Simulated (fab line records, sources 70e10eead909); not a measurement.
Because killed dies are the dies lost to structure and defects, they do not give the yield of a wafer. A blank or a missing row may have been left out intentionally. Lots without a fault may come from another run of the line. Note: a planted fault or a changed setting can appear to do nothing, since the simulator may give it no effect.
fab line records -- flow nand-harc
record: lots: 5, wafers: 15, last-day: 23
route steps=1159 shown P_ZERO_WELL@14
lots untouched by any fault: they come from a run of this same line in which no faults occurred
start-h: hours from the record's opening day to when the first of the lot's shown wafers began -- wait-h: hours since the lot's step before -- " unchanged from the row above -- L1.1+2: several wafers, shown together as one row -- - value missing, or start not given -- * or withheld: withheld -- < > ~ a bound
route shown NAME@n: NAME is a module with steps in the file, n the number in the route of the first one -- usual: mean and standard deviation over wafers with no fault -- same: alike in all rows -- chamber/n: place in a boat -- sites: readings site by site -- _std_site: the standard deviation of these -- _edge_site: outer sites' mean less inner sites' -- radius-mm: for every site, how far away it sits from the centre of the wafer -- mask NAME#n: copy n -- behind: the last tool/chamber to shape the wafer -- hold: reason for holding the lot/hours on hold/outcome of the hold -- device: names the non-switching transistor (n, p or np) -- end of line: the route-end tests of the same wafers -- for a step that has no rows: nothing shown but its recipe -- killed: the dies lost at the first sort to structure and to defects; this is not the yield of the wafer -- map: a wafer's dies, x killed, . not, _ none there
set.NAME: the run value of the setting; set.NAME@STEP: its run value at that earlier step -- model.NAME: the simulator's own value behind a step, which no gauge read
lots at selected steps of the route; one table per step, one row per wafer
services: the hour from which a tool's chamber was out of use, counted from the record's first day as start-h (under 0 if before that day), plus the number of hours and why
== steps ==
step: NHARC_P_ZERO_WELL_CD_MEAS_11
recipe: target-cd-nm: 500, landing-energy-ev: 500
usual: cd-nm: 500.2/2.3
lot.wafer,tool,chamber,start-h,wait-h,cd-nm
L745.1,cd-sem-01,0,25.37,-,498.7
L745.5,cd-sem-01,0,25.37,-,501.5
L745.6,cd-sem-01,0,25.37,-,499.2
L747.2,cd-sem-02,0,37.51,-,493.2
L747.3,cd-sem-02,0,37.51,-,498.6
L747.6,cd-sem-02,0,37.51,-,496.5
L751.2,cd-sem-01,0,61.14,-,500.4
L751.3,cd-sem-01,0,61.14,-,500.2
L751.6,cd-sem-01,0,61.14,-,500.6
L754.2,cd-sem-01,0,79.43,-,501.9
L754.4,cd-sem-01,0,79.43,-,500.7
L754.6,cd-sem-01,0,79.43,-,500.0
L764.1,cd-sem-03,0,139.11,-,500.6
L764.2,cd-sem-03,0,139.11,-,502.2
L764.3,cd-sem-03,0,139.11,-,499.1
step: NHARC_P_ZERO_WELL_HARDBAKE_12
recipe: temp-c: 118, time-s: 65
step: NHARC_P_ZERO_WELL_DESCUM_13
recipe: time-s: 3, o2-flow-sccm: 200, ar-flow-sccm: 0, bias-power-w: 0, chemistry: O2
usual: drypump-motor-current-A: 5.8/0.41, oes-product-au: 0.997/0.015, rf-vpp-V: 57.6/0.91, showerhead-plenum-p-Torr: 1.88/0.096, throttle-valve-pct: 11.311/0.0093
lot.wafer,tool,chamber,start-h,wait-h,drypump-motor-current-A,oes-product-au,rf-hours-counter-h,rf-vpp-V,showerhead-plenum-p-Torr,throttle-valve-pct
L745.1,rie-diel-07,0,25.54,-,5.7,0.969,9,56.6,1.81,11.319
L745.5,rie-diel-07,3,25.54,-,5.5,1.017,-,56.5,1.82,11.319
L745.6,rie-diel-07,1,25.54,-,5.0,0.993,-,57.2,2.06,11.310
L747.3,rie-diel-07,0,37.68,-,5.8,0.971,10,56.6,1.81,11.318
L747.2,rie-diel-07,2,37.68,-,5.6,0.980,11,55.1,1.80,11.307
L747.6,rie-diel-07,0,37.68,-,5.7,0.978,-,57.6,1.81,11.325
L751.3,rie-diel-07,3,61.31,-,5.5,1.012,0,56.5,1.82,11.295
L751.2,rie-diel-07,0,61.31,-,5.7,0.974,0,58.1,1.81,11.304
L751.6,rie-diel-07,0,61.31,-,5.7,0.984,-,57.2,1.81,11.322
L754.2,rie-diel-07,3,79.60,-,5.5,1.009,1,57.2,1.82,11.310
L754.4,rie-diel-07,0,79.60,-,5.7,0.985,1,57.6,1.81,11.284
L754.6,rie-diel-07,2,79.60,-,5.6,1.011,-,57.0,1.80,11.311
L764.2,rie-diel-04,2,139.28,-,6.0,1.007,1,59.0,1.86,11.327
L764.3,rie-diel-04,3,139.28,-,6.0,0.993,1,57.3,1.98,11.315
L764.1,rie-diel-04,0,139.28,-,5.8,1.005,1,59.3,1.99,11.320
step: NHARC_P_ZERO_WELL_ETCH_65
recipe: target-depth-a: 800, overetch-a: 240, time-s: 87.88, ion-energy-ev: 200, n2-flow-sccm: 150, h2-flow-sccm: 150, ar-flow-sccm: 0, rf-w: 400, bias-w: 150, chemistry: N2/H2
usual: drypump-motor-current-A: 5.8/0.41, n2-flow-sccm: 150.1/0.42, oes-product-au: 0.997/0.015, rf-vpp-V: 430/3.1, showerhead-plenum-p-Torr: 2.01/0.11, throttle-valve-pct: 14.172/0.0091
lot.wafer,tool,chamber,start-h,wait-h,drypump-motor-current-A,n2-flow-sccm,oes-product-au,rf-hours-counter-h,rf-vpp-V,showerhead-plenum-p-Torr,throttle-valve-pct
L745.1,rie-diel-07,0,25.65,0.1,5.7,151.0,0.971,9,428,1.92,14.158
L745.5,rie-diel-07,1,25.65,0.1,5.0,149.7,0.994,-,436,2.20,14.165
L745.6,rie-diel-07,3,25.65,0.1,5.6,150.6,1.013,-,428,1.94,14.184
L747.3,rie-diel-07,2,37.77,0.1,5.6,150.3,0.976,11,428,1.92,14.183
L747.2,rie-diel-07,0,37.77,0.1,5.7,151.2,0.970,10,428,1.92,14.174
L747.6,rie-diel-07,2,37.77,0.1,5.6,149.8,0.968,-,426,1.92,14.173
L751.3,rie-diel-07,0,61.41,0.1,5.7,149.5,0.988,0,426,1.92,14.163
L751.2,rie-diel-07,2,61.41,0.1,5.6,149.7,1.003,0,427,1.91,14.164
L751.6,rie-diel-07,0,61.41,0.1,5.7,150.3,0.989,-,429,1.92,14.170
L754.4,rie-diel-07,0,79.68,0.1,5.7,149.6,0.985,1,428,1.92,14.168
L754.2,rie-diel-07,1,79.68,0.1,5.0,150.1,1.006,1,434,2.20,14.172
L754.6,rie-diel-07,0,79.68,0.1,5.7,150.0,0.995,-,428,1.92,14.174
L764.1,rie-diel-04,3,139.35,0.1,6.0,150.1,0.993,1,434,2.12,14.173
L764.2,rie-diel-04,1,139.35,0.1,5.7,150.7,0.982,1,428,1.97,14.167
L764.3,rie-diel-04,2,139.35,0.1,6.0,150.0,0.998,1,428,1.98,14.184
step: NHARC_P_ZERO_WELL_ETCH_62
recipe: target-depth-a: 130, time-s: 6.5, chf3-flow-sccm: 50, ar-flow-sccm: 200, rf-w: 500, bias-w: 200, chemistry: CHF3/Ar
usual: drypump-motor-current-A: 5.8/0.42, oes-product-au: 0.959/0.021, rf-vpp-V: 369.8/2.6, showerhead-plenum-p-Torr: 2.31/0.11, throttle-valve-pct: 20.217/0.01
lot.wafer,tool,chamber,start-h,wait-h,drypump-motor-current-A,oes-product-au,rf-hours-counter-h,rf-vpp-V,showerhead-plenum-p-Torr,throttle-valve-pct
L745.1,rie-diel-07,1,-,-,5.0,0.960,10,374.2,2.52,20.226
L745.5,rie-diel-07,3,-,-,5.5,0.977,-,369.1,2.23,20.223
L745.6,rie-diel-07,0,-,-,5.7,0.929,-,368.0,2.22,20.197
L747.2,rie-diel-07,2,-,-,5.6,0.938,11,367.4,2.21,20.209
L747.3,rie-diel-07,3,-,-,5.5,0.991,11,367.2,2.23,20.226
L747.6,rie-diel-07,2,-,-,5.6,0.946,-,366.6,2.21,20.210
L751.2,rie-diel-07,2,-,-,5.6,0.956,0,367.8,2.21,20.218
L751.3,rie-diel-07,3,-,-,5.5,0.974,0,368.6,2.23,20.231
L751.6,rie-diel-07,3,-,-,5.5,0.975,-,367.2,2.23,20.220
L754.4,rie-diel-07,0,-,-,5.7,0.973,1,369.3,2.22,20.231
L754.2,rie-diel-07,3,-,-,5.5,0.972,1,367.7,2.23,20.216
L754.6,rie-diel-07,0,-,-,5.7,0.964,-,367.3,2.22,20.223
L764.2,rie-diel-04,1,-,-,5.7,0.943,1,369.3,2.27,20.223
L764.3,rie-diel-04,2,-,-,6.0,0.969,1,369.6,2.28,20.214
L764.1,rie-diel-04,3,-,-,6.0,0.966,1,371.2,2.43,20.230
step: NHARC_P_ZERO_WELL_ETCH_63
recipe: target-depth-a: 1200, time-s: 40.1, hbr-flow-sccm: 150, cl2-flow-sccm: 50, rf-w: 400, icp-w: 400, bias-w: 100, chemistry: HBr/Cl2
usual: drypump-motor-current-A: 5.7/0.4, oes-product-au: 1.000/0.016, throttle-valve-pct: 26.405/0.0082
lot.wafer,tool,chamber,start-h,wait-h,drypump-motor-current-A,oes-product-au,rf-hours-counter-h,throttle-valve-pct
L745.1,rie-si-02,3,25.82,-,6.1,1.027,1.2,26.405
L745.5,rie-si-02,3,25.82,-,6.1,1.019,-,26.398
L745.6,rie-si-02,0,25.82,-,5.7,0.989,-,26.398
L747.3,rie-si-01,3,37.96,-,5.0,0.980,0.9,26.394
L747.2,rie-si-01,2,37.96,-,5.6,1.027,0.8,26.412
L747.6,rie-si-01,2,37.96,-,5.6,1.024,-,26.405
L751.3,rie-si-01,3,61.59,-,5.0,0.976,1.1,26.397
L751.2,rie-si-01,1,61.59,-,6.3,0.981,0.4,26.397
L751.6,rie-si-01,0,61.59,-,5.8,1.009,-,26.402
L754.4,rie-si-02,3,79.85,-,6.1,1.005,0.3,26.392
L754.2,rie-si-02,2,79.85,-,5.5,1.015,0.4,26.397
L754.6,rie-si-02,3,79.85,-,6.1,0.995,-,26.396
L764.2,rie-si-01,2,139.53,-,5.7,1.017,0.0,26.394
L764.3,rie-si-01,0,139.53,-,5.9,0.999,0.0,26.422
L764.1,rie-si-01,1,139.53,-,6.3,0.998,0.0,26.404
step: NHARC_P_ZERO_WELL_STRIP_15
recipe: time-s: 900, temp-c: 130, chemistry: SPM
step: NHARC_P_ZERO_WELL_DEHYDRATE_16
recipe: temp-c: 150, time-s: 120
step: NHARC_P_ZERO_WELL_HMDS_17
recipe: time-s: 30
step: NHARC_P_ZERO_WELL_COAT_18
recipe: spin-rpm: withheld
step: NHARC_P_ZERO_WELL_SOFTBAKE_19
recipe: temp-c: 122, time-s: 95
step: NHARC_P_ZERO_WELL_EBR_20
step: NHARC_P_ZERO_WELL_EXPOSE_21
recipe: na: 0.6, target-cd-nm: 720, dose-mj: 22.31, mask-id: P_NWELL
lot.wafer,tool,chamber,start-h,wait-h,mask
L745.1+5+6,krf-scanner-02,0,26.48,-,P_NWELL#0
L747.2+3+6,krf-scanner-03,0,38.77,-,P_NWELL#0
L751.2+3+6,krf-scanner-03,0,62.37,-,P_PWELL#0
L754.2+4+6,krf-scanner-02,0,80.50,-,P_NWELL#0
L764.1+2+3,krf-scanner-02,0,140.22,-,P_NWELL#0
step: NHARC_P_ZERO_WELL_PEB_22
recipe: peb-temp-c: 118, peb-time-s: 85
step: NHARC_P_ZERO_WELL_DEVELOP_23
recipe: time-s: 70
step: NHARC_P_ZERO_WELL_CD_MEAS_24
recipe: target-cd-nm: 720, landing-energy-ev: 500
usual: cd-nm: 720.7/2.2
lot.wafer,tool,chamber,start-h,wait-h,cd-nm
L745.1,cd-sem-03,0,26.64,-,721.1
L745.5,cd-sem-03,0,26.64,-,719.0
L745.6,cd-sem-03,0,26.64,-,722.7
L747.2,cd-sem-03,0,38.93,-,718.7
L747.3,cd-sem-03,0,38.93,-,716.1
L747.6,cd-sem-03,0,38.93,-,718.3
L751.2,cd-sem-03,0,62.53,-,-
L751.3,cd-sem-03,0,62.53,-,-
L751.6,cd-sem-03,0,62.53,-,-
L754.2,cd-sem-03,0,80.66,-,719.4
L754.4,cd-sem-03,0,80.66,-,721.9
L754.6,cd-sem-03,0,80.66,-,721.2
L764.1,cd-sem-02,0,140.38,-,722.3
L764.2,cd-sem-02,0,140.38,-,722.8
L764.3,cd-sem-02,0,140.38,-,721.5
step: NHARC_P_ZERO_WELL_HARDBAKE_25
recipe: temp-c: 125, time-s: 80
== services ==
tool,chamber,start-h,hours,kind
rie-diel-07,0,5.88,-,clean
rie-diel-07,1,5.88,-,clean
rie-diel-07,2,5.88,-,clean
rie-diel-07,3,5.88,-,clean
rie-diel-07,0,11.66,6.4,repair
rie-diel-07,2,22.20,8.6,repair
rie-diel-07,0,30.38,-,clean
rie-diel-07,1,30.38,-,clean
rie-diel-07,3,30.38,-,clean
rie-diel-07,1,31.13,11.4,repair
rie-si-02,-,34.00,9.0,pm
krf-scanner-02,-,38.00,4.0,pm
rie-diel-07,1,46.60,19.3,repair
rie-diel-07,-,51.67,9.0,pm
rie-diel-07,0,51.67,9.0,vent-cycle
rie-diel-07,2,51.67,9.0,vent-cycle
rie-diel-07,3,51.67,9.0,vent-cycle
rie-diel-04,0,55.71,15.7,repair
rie-diel-07,0,60.67,-,clean
krf-scanner-02,-,65.40,1.7,repair
krf-scanner-03,-,89.87,0.4,repair
rie-diel-04,-,98.95,0.2,repair
rie-diel-04,-,111.90,9.0,pm
rie-si-01,-,127.00,9.0,pm
== key ==
first-sign: step: NHARC_P_ZERO_WELL_EXPOSE_21, reading: mask, direction: changed
effect: step: NHARC_P_ZERO_WELL_CD_MEAS_24, reading: cd-nm, direction: missing
met-at NHARC_P_ZERO_WELL_EXPOSE_21
struck-wafers L751.2,L751.3,L751.6
later-rows-left-out L751.2,L751.3,L751.6
sort-left-out L751.2,L751.3,L751.6
tester-left-out L751
onset-between 38.77 62.37
fault: kind: wrong-mask, tool: any, chamber: -, onset-h: 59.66, steps: NHARC_P_ZERO_WELL_EXPOSE_21, aux-copy: P_PWELL#0, scope: struck-lots-only
tester-left-out: of these lots the tester's yield and bins aren't shown, on N5 and GAA mostly nor the transistor test; their killed dies are dies lost to structure and defects alone, not to doping, threshold or leakage, so they don't give the yield
sort-left-out: the simulated sort isn't trusted on such a fault, so these wafers' sort isn't shown, and their yield isn't known
later-rows-left-out: the simulator's readings of these wafers behind a module that went badly wrong aren't trusted and aren't shown, but for the sort
